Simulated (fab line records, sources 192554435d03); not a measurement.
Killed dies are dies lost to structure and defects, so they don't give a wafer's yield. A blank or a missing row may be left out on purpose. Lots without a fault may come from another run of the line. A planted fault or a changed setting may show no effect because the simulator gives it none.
Chamber matching | flow n5_finfet | N5_FIN_CUT_ETCH_21 on rie_diel-06: 4 sister chambers
The step etches SOC in N2/H2, target depth 219 nm, overetch 43.8 nm, time 523.5 s. 8 wafers are shown with their chamber, then 7 later ones without.

WAFERS WITH THEIR CHAMBER
wafer  | chamber | showerhead_plenum_p_Torr (Torr) | throttle_valve_pct (%)
L078.4 | 3       | 2.40                            | 17.67
L079.2 | 2       | 2.45                            | 18.12
L079.3 | 0       | 2.69                            | 17.88
L079.4 | 3       | 2.40                            | 17.66
L083.5 | 1       | 2.36                            | 18.10
L083.6 | 0       | 2.69                            | 17.89
L087.3 | 2       | 2.44                            | 18.15
L087.4 | 1       | 2.36                            | 18.12

WAFERS WITHOUT THEIR CHAMBER
wafer  | showerhead_plenum_p_Torr (Torr) | throttle_valve_pct (%)
L087.6 | 2.36                            | 18.13
L089.1 | 2.68                            | 17.90
L089.2 | 2.44                            | 18.14
L089.4 | 2.39                            | 17.69
L092.1 | 2.68                            | 17.90
L092.2 | 2.35                            | 18.13
L092.3 | 2.44                            | 18.14

WHICH CHAMBER EACH WENT THROUGH
wafer  | from the rows above | in truth
L087.6 | 1                   | 1
L089.1 | 0                   | 0
L089.2 | 2                   | 2
L089.4 | 3                   | 3
L092.1 | 0                   | 0
L092.2 | 1                   | 1
L092.3 | 2                   | 2
Placed correctly: 7 of 7. Can't be placed from these rows: 0. Placed wrongly: 0.
How it was worked out, from the rows above alone: a wafer's distance from a chamber is the root of the sum, over the readings, of the square of ((its reading less the chamber's mean) divided by the reading's scatter). The wafer belongs to the nearest chamber; if the next one is less than 2 further off, it can't be placed. A chamber's mean is the mean of its shown wafers. The scatter: the root of (the sum of the squares of (reading less its chamber's mean) over the shown wafers, divided by (wafers less chambers)).
